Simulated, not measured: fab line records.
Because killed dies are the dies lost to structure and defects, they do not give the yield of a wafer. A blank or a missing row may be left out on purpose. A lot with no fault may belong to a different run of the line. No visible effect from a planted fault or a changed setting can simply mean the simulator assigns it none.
Comparing a struck lot with a sound one || flow n5 finfet || 41 steps out of a route of 1938
Sound: wafers L292.2, L292.4, L292.6. Struck: wafer L302.3; the same lot's L302.1 was not struck, so it is left out; see the end for the cause.
For every step that has rows: the tool of each side, followed by ch and its chambers, followed by its first start. Under that, the readings that differ: sound wafers || struck wafers || difference of the means || sigmas: that difference in standard deviations of wafers without a fault.
alike: readings with means less than 2 such deviations apart, plus words and numbers identical on both sides. not compared: withheld readings, readings lacking a value on some wafer, bounds such as >300 that could conceal the same value, and numbers that have no deviation in the record and whose values overlap.
The two part at a step that has a row with sigmas, a row that says differs or no value, or rows on one side only. When numbers do not overlap yet have no deviation, they are printed without sigmas and do not part them. Lack of a reading on every wafer of one side parts them only where that side has two or more wafers.

first, 10 steps without rows for these wafers: N5_HKMG_FIN_CMP_23 (polishes, stops on SiNx, t overpolish 10 s, target thk 46.326 nm); N5_HKMG_FIN_CMP_94 (polishes, stops on SiNx, t overpolish 4.7 s, target thk 43.299 nm); N5_GATE_CUT_ETCHBACK_00 (etches W in SF6/Cl2); N5_GATE_CUT_ETCH_56 (etches TiN in Cl2/Ar, target depth 21.6 nm); N5_GATE_CUT_ETCHBACK_30 (etches TiN in Cl2/Ar, target depth 3 nm); N5_GATE_CUT_VAPOR_ETCH_60 (etches HfO2 in BCl3/Cl2); N5_GATE_CUT_ETCH_58 (etches SiNx in CH3F/O2, target depth 17 nm, time 128.6 s); N5_GATE_CUT_STRIP_59 (strips in N2/H2, time 20 s); N5_GATE_CUT_PRECLEAN_31 (cleans in DIW, time 300 s); N5_GATE_CUT_SRD_32 (time 30 s).
N5_GATE_CUT_SAC_CAP_01: material SiNx, target thk 24 nm, pulse time 1 s, ald cycles 480.
  sound on ald sin-02 ch 0,1,3, day 4 11:40; struck on ald sin-02 ch 3, day 6 22:35
{"reading": "ald cycles", "sound": "480 480 480", "struck": 868, "difference": "+388", "sigmas": ""}
{"reading": "model.SiNx_of_GATE_CUT_SAC_CAP_01.thk nm (nm)", "sound": "24 24.2 24.2", "struck": 43.4, "difference": "+19.3", "sigmas": ""}
  alike: heater power w, precursor pulse height rel
then, 21 steps without rows for these wafers: N5_GATE_CUT_PECVD_57 (deposits SiNx from SiH4/NH3/N2, target thk 21 nm); N5_GATE_CUT_CMP_02 (polishes, stops on SiO2, t overpolish 12.7 s, target thk 0 nm); N5_GATE_CUT_HM_DEP_46 (deposits SiO2 from TEOS/O2, target thk 130 nm, time 26.6 s); N5_GATE_CUT_COAT_34 (time 60 s, resist thk 60 nm); N5_GATE_CUT_COAT_35 (time 60 s, resist thk 10 nm); N5_GATE_CUT_COAT_27 (time 60 s, resist thk 10 nm); N5_GATE_CUT_COAT_07 (resist thk 30 nm); N5_GATE_CUT_EBR_09; N5_GATE_CUT_SOFTBAKE_08 (time 60 s); N5_GATE_CUT_EXPOSE_10 (exposes mask GATE CUT, target cd 20 nm); N5_GATE_CUT_PEB_11 (peb time 60 s); N5_GATE_CUT_DEVELOP_12 (develop time 30 s); N5_GATE_CUT_DESCUM_18 (chemistry O2, time 7 s); N5_GATE_CUT_ETCH_28 (etches underlayer in N2/H2, target depth 13 nm, time 10.4 s); N5_GATE_CUT_ETCH_36 (etches SiARC in CF4, target depth 13 nm, time 21.7 s); N5_GATE_CUT_ETCH_37 (etches SOC in N2/H2, target depth 60 nm, overetch 12 nm, time 90 s); N5_GATE_CUT_STRIP_38 (strips in N2/H2); N5_GATE_CUT_STRIP_39 (strips in N2/H2); N5_GATE_CUT_HM_OPEN_40 (chemistry C4F6/O2, target SiO2, target depth 139 nm, time 85.1 s); N5_GATE_CUT_STRIP_41 (strips in CF4); N5_GATE_CUT_STRIP_42 (strips in O2).
N5_GATE_CUT_ETCH_19: etches SiNx in CH3F/O2, target depth 53.7 nm, time 76.7 s.
  sound on rie diel-03 ch 0,1,2, day 4 15:01; struck on rie diel-05 ch 1, day 7 02:06
{"reading": "etch rf on time s (s)", "sound": "75.9 76.8 77.0", "struck": 71.4, "difference": -5.2, "sigmas": -5}
  alike: drypump motor current A, oes product au, rf vpp V, showerhead plenum p Torr, throttle valve pct
  not compared: rf hours counter h
then, 3 steps without rows for these wafers: N5_GATE_CUT_CUT_ETCH_53 (etches W in SF6/Cl2, target depth 79.2 nm); N5_GATE_CUT_CUT_ETCH_54 (etches TiN in Cl2/BCl3, target depth 96.7 nm); N5_GATE_CUT_CUT_ETCH_55 (etches HfO2 in BCl3, target depth 3.2 nm).
N5_MOL_CONTACT_COAG_CMP_28: polishes, stops on SiNx, t overpolish 0.85 s, target thk 14.522 nm.
  sound on cmp-01 ch 0,1, day 5 01:55; struck on cmp-04 ch 2, day 7 17:39
{"reading": "model.SiNx_of_GATE_CUT_SAC_CAP_01.thk nm (nm)", "sound": "18 18 18", "struck": 32.4, "difference": "+14.4", "sigmas": ""}
  alike: motor current A, retaining ring pressure frac, time to endpoint s
N5_MOL_CONTACT_COAG_THK_MEAS_29:
  struck on film metro-02, day 7 17:57; sound on film metro-01, day 5 02:13
{"reading": "MD_CAP_THK (nm)", "sound": "17.99 18.05 18.04", "struck": 32.47, "difference": "+14.44", "sigmas": "+99 or more"}
N5_MOL_CONTACT_COAG_ETCH_47: etches SiNx in CH3F/O2, stops on W, target depth 27 nm.
  sound on rie diel-02 ch 0,2, day 5 05:15; struck on rie diel-06 ch 1, day 7 20:46
{"reading": "etch rf on time s (s)", "sound": "31.4 31.2 31.1", "struck": 50.8, "difference": "+19.6", "sigmas": "+34"}
{"reading": "oes product au (a.u.)", "sound": "0.66 0.72 0.66", "struck": 0.95, "difference": "+0.27", "sigmas": "+4"}
{"reading": "throttle valve pct (%)", "sound": "16.79 16.27 16.78", "struck": 16.24, "difference": -0.37, "sigmas": -2}
{"reading": "model.etch.t clear s (s)", "sound": "26.18 25.95 25.92", "struck": 45.75, "difference": "+19.73", "sigmas": ""}
{"reading": "model.MOL_CONTACT_COAG.feature depth nm (nm)", "sound": "18.6 18.6 18.6", "struck": 33.4, "difference": "+14.8", "sigmas": ""}
{"reading": "model.etch.depth nm (nm)", "sound": "17.94 18 18.04", "struck": 32.46, "difference": "+14.47", "sigmas": ""}
  alike: drypump motor current A, rf vpp V, showerhead plenum p Torr
  not compared: rf hours counter h
N5_MOL_CONTACT_COAG_CMP_52: polishes, stops on SiO2, t overpolish 1.5 s, target thk 66.5 nm.
  sound on cmp-03 ch 0,1,3, day 5 07:29; struck on cmp-04 ch 3, day 7 22:53
{"reading": "motor current A (A)", "sound": "11.7 10.5 12.8", "struck": 14.2, "difference": "+2.5", "sigmas": "+2"}
{"reading": "model.SiO2_of_MOL_CONTACT_COAG_PECVD_31.thk nm (nm)", "sound": "44.2 44.8 44.6", "struck": 42, "difference": -3, "sigmas": ""}
  alike: overpolish run s, retaining ring pressure frac, time to endpoint s
after that, 1 step had no rows for these wafers: N5_PASSIVATION_PROBE_49.

WHERE THEY PART
First at N5_GATE_CUT_ETCH_19; last, within this record, at N5_MOL_CONTACT_COAG_CMP_52.

WHY: what had been put in by the simulator
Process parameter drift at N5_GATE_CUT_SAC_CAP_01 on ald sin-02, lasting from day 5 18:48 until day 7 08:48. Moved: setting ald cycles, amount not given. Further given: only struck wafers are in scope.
